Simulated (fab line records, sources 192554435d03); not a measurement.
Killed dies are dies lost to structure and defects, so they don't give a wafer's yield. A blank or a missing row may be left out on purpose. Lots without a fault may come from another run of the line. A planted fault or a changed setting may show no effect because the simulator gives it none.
A struck lot beside a sound one | flow n5_finfet | 14 steps out of a route of 1938
Sound: wafers L649.2, L649.4, L649.5. Struck: wafers L658.1, L658.4, L658.5. The cause comes at the end.
At each step with rows: each side's tool, then ch and its chambers, then its first start. Under that, the readings that differ: sound wafers | struck wafers | difference of the means | sigmas: that difference in standard deviations of wafers without a fault.
alike: readings whose means differ by less than 2 such deviations, and words and numbers that are the same on both sides. not compared: withheld readings, readings that some wafer has no value for, bounds like >300 that may hide the same value, and numbers for which the record gives no deviation and whose values overlap.
The two part at a step that has a row with sigmas, a row that says differs or no value, or rows on one side only. Numbers that don't overlap but have no deviation are shown without sigmas and don't part them. A reading that every wafer of one side lacks parts them only if that side has two wafers or more.

N5_MOL_CONTACT_COAG_INSPECT_97: inspects for defects (darkfield).
  sound on defect_inspect-02, day 6 04:08; struck on defect_inspect-01, day 8 04:19
  alike: raw_defect_count
then, 3 steps without rows for these wafers: N5_BEOL_M0_SAQP_PECVD_00 (deposits SiCN from 3MS/NH3, target thk 8 nm, time 14 s); N5_BEOL_M0_SAQP_ILD_DEP_01 (deposits SiOC from DEMS/O2, target thk 45.419 nm, time 8.7 s); N5_BEOL_M0_SAQP_HM_DEP_02 (deposits TiN, target thk 12 nm).
N5_BEOL_M0_SAQP_PECVD_03: deposits SiCN from 3MS/NH3, target thk 12 nm, time 21.1 s.
  sound on pecvd-03 ch 0,1,2, day 6 04:40; struck on pecvd-03 ch 1,2, day 8 05:10
  alike: showerhead_plenum_p_Torr, throttle_valve_pct
N5_BEOL_M0_SAQP_PECVD_96: deposits a-Si from SiH4/He, target thk 45 nm, time 45.2 s.
  sound on pecvd-03 ch 0,1,2, day 6 04:41; struck on pecvd-03 ch 1,2, day 8 05:11
  alike: heater_power_outer_w, heater_power_w, showerhead_plenum_p_Torr, throttle_valve_pct
N5_BEOL_M0_SAQP_PECVD_97: deposits SiNx from SiH4/NH3/N2, target thk 23 nm, time 19.9 s.
  sound on pecvd-03 ch 0,1,2, day 6 04:44; struck on pecvd-03 ch 1,2, day 8 05:14
  alike: heater_power_outer_w, heater_power_w, showerhead_plenum_p_Torr, throttle_valve_pct
N5_BEOL_M0_SAQP_PECVD_04: deposits a-Si from SiH4/He, target thk 60 nm, time 60.2 s.
  sound on pecvd-03 ch 0,1,2, day 6 04:47; struck on pecvd-03 ch 1,2, day 8 05:17
  alike: heater_power_outer_w, heater_power_w, showerhead_plenum_p_Torr, throttle_valve_pct
N5_BEOL_M0_SAQP_THK_MEAS_05:
  sound on film_metro-02, day 6 04:52; struck on film_metro-01, day 8 05:22
  alike: thk_nm
N5_BEOL_M0_SAQP_HM_DEP_111: deposits SiO2 from SiH4/N2O, target thk 12 nm, time 7.2 s.
  sound on pecvd-04 ch 0,1, day 6 04:55; struck on pecvd-04 ch 1, day 8 05:25
  alike: heater_power_outer_w, heater_power_w, showerhead_plenum_p_Torr
then, 1 step without rows for these wafers: N5_BEOL_M0_SAQP_COAT_81 (time 60 s, resist thk 100 nm).
N5_BEOL_M0_SAQP_COAT_82: time 60 s, resist thk 30 nm.
  sound on litho_track-04 ch 0, day 6 04:59; struck on litho_track-01 ch 0, day 8 05:31
  reading                  | sound                | struck            | difference                    | sigmas
  heater_power_total_W (W) | 426.1 427.8 430.3    | 495.0 495.8 496.2 | +67.6                         | +31
  plate_temp_C (C)         | 220.10 220.01 219.98 | - - -             | no value on the struck wafers |
  run_length_s (s)         | 66.44 66.40 66.41    | 53.36 53.27 53.34 | -13.09                        | -57
  alike: dispense_pressure_kPa, exhaust_pa
then, 1 step without rows for these wafers: N5_BEOL_M0_SAQP_COAT_08 (resist thk 90 nm).
-- the record jumps here: 3 days lie between the struck wafers' starts before and after (it left off in module BEOL_M0_SAQP and takes up again in module BEOL_M4, whose first step shown is number 1111 of the route) --
N5_BEOL_M4_RC_MEAS_101:
  sound on prober-01 ch 0, day 8 19:48; struck on prober-01 ch 0, day 11 00:50
  alike: DIBL_N, DIBL_P, IOFF_N, IOFF_P, ION_N, ION_P, SS_N, SS_P, VT_N, VT_P

WHERE THEY PART
Only at N5_BEOL_M0_SAQP_COAT_82, within this record. Later steps at which nothing parts them and some readings are alike: N5_BEOL_M4_RC_MEAS_101.

WHY: what the simulator had put in
Process parameter drift: litho_track-01, from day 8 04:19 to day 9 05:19, at N5_BEOL_M0_SAQP_COAT_82. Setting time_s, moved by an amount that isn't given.
